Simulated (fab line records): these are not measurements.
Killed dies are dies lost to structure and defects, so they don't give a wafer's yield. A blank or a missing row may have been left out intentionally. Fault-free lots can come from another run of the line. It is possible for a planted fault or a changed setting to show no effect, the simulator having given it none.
Which of the tools did it? -- flow n5Finfet -- 10 lots with 29 wafers sampled at 5 steps, on a route of 1938 steps

WHAT THE GAUGES READ, wafer by wafer
N5_BEOL_M8_THK_MEAS_01.
lot,measured,on,M8_ILD_THK (nm)
L135,day 10 06:41,filmMetro-01,155.2 154.9 156.4
L138,day 11 15:02,filmMetro-02,152.5 153.8 156.1
L137,day 12 03:36,filmMetro-02,156.1 158.0 154.9
L140,day 12 17:11,filmMetro-02,153.8 154.8 155.7
L142,day 14 13:37,filmMetro-02,151.2 153.8 154.7
L144,day 15 11:05,filmMetro-01,152.6 155.5 155.2
L149,day 17 04:59,filmMetro-01,154.8 126.4
L158,day 17 17:52,filmMetro-01,157.6 157.2 158.6
L143,day 19 02:05,filmMetro-01,155.0 152.1 156.1
L157,day 19 02:34,filmMetro-01,155.2 156.9 155.2

EACH LOT AND THE TOOL THAT RAN IT (in order: tool; ch and the chambers of the sampled wafers; start)
lot,N5_BEOL_M7_STRIP_80,N5_BEOL_M7_CURE_75,N5_BEOL_M7_SPUTTER_48,N5_BEOL_M8_ILD_DEP_00
L135,"rieDiel-01 ch 0,2,3, day 10 04:07 or earlier","uvCure-01 ch 1, day 10 04:07","pvdSputter-01, day 10 05:05","pecvd-03 ch 0,1, day 10 06:05"
L138,"rieDiel-01 ch 0,2,3, day 11 12:02 or earlier","uvCure-01 ch 1, day 11 12:02","pvdSputter-02, day 11 12:59","pecvd-02 ch 0,2, day 11 13:59"
L137,"rieDiel-01 ch 0,1,3, day 11 23:32 or earlier","uvCure-03 ch 1, day 11 23:32","pvdSputter-02, day 12 02:01","pecvd-03 ch 0,1,2, day 12 03:02"
L140,"rieDiel-01 ch 0,2,3, day 12 14:35 or earlier","uvCure-01 ch 2, day 12 14:35","pvdSputter-01, day 12 15:36","pecvd-02 ch 1,2, day 12 16:35"
L142,"rieDiel-01 ch 1,2,3, day 14 11:02 or earlier","uvCure-03 ch 1, day 14 11:02","pvdSputter-03, day 14 12:02","pecvd-02 ch 0,1,2, day 14 13:02"
L144,"rieDiel-03 ch 0,1,3, day 15 06:42 or earlier","uvCure-01 ch 0, day 15 06:42","pvdSputter-03, day 15 09:28","pecvd-02 ch 0,1, day 15 10:29"
L149,"rieDiel-06 ch 2,3, day 17 00:47 or earlier","uvCure-02 ch 0, day 17 00:47","pvdSputter-03, day 17 03:25","pecvd-02 ch 1, day 17 04:25"
L158,"rieDiel-03 ch 1,2,3, day 17 15:04 or earlier","uvCure-01 ch 2, day 17 15:04","pvdSputter-03, day 17 16:05","pecvd-04 ch 0,1, day 17 17:17"
L143,"rieDiel-01 ch 1,2,3, day 18 20:37 or earlier","uvCure-01 ch 1, day 18 20:37","pvdSputter-01, day 18 23:55","pecvd-04 ch 0,1,2, day 19 01:06"
L157,"rieDiel-06 ch 0,2, day 18 20:58 or earlier","uvCure-02 ch 1, day 18 20:58","pvdSputter-01, day 19 00:30","pecvd-03 ch 0,1,2, day 19 01:31"
- N5_BEOL_M7_STRIP_80: strips in N2/H2, time 10 s.
- N5_BEOL_M7_CURE_75: cures SiCOH lowk, time 120 s.
- N5_BEOL_M7_SPUTTER_48: material Cu, target thk 10 nm, time 1.667 s.
- N5_BEOL_M8_ILD_DEP_00: deposits SiCOH lowk from DEMS/porogen, target thk 179.75 nm, time 33.4 s.

THE ANSWER, worked out from the rows above alone
Rule: what is usual is taken from the lots themselves. The widest of any qualifying gaps counts: lots, ordered by their means at a reading, are off when they make up no more than a third of the lots, leave a main group of 4 or more, and stand apart from it by 3 or more times the standard deviation of that group's means. If all means in a main group match to the digits the tables above print for the reading, that group is not used. A lot without any number at a reading at which 4 lots or more have one is off too. All remaining lots with rows at the step are treated as sound.
Off: L149, at N5_BEOL_M8_THK_MEAS_01 (M8_ILD_THK). Mean 155.2 nm and standard deviation 1.3 in the main group.
If a tool, at a process step before that reading, ran all the lots that are off and no sound lot after the first of them, it fits. Those tools and the gauges at N5_BEOL_M8_THK_MEAS_01 are tried in the same way. Because N5_BEOL_M7_STRIP_80 lacks a start for some lots, the hours and order of its lots are taken from N5_BEOL_M7_CURE_75. One fits: pecvd-02 at N5_BEOL_M8_ILD_DEP_00. Its last sound lot is L144 (day 15 10:29), its first lot that is off L149 (day 17 04:25): a fault that began between those two fits.

WHAT THE SIMULATOR HAD PUT IN
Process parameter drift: pecvd-02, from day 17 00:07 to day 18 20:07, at N5_BEOL_M8_ILD_DEP_00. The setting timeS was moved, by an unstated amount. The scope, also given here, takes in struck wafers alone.
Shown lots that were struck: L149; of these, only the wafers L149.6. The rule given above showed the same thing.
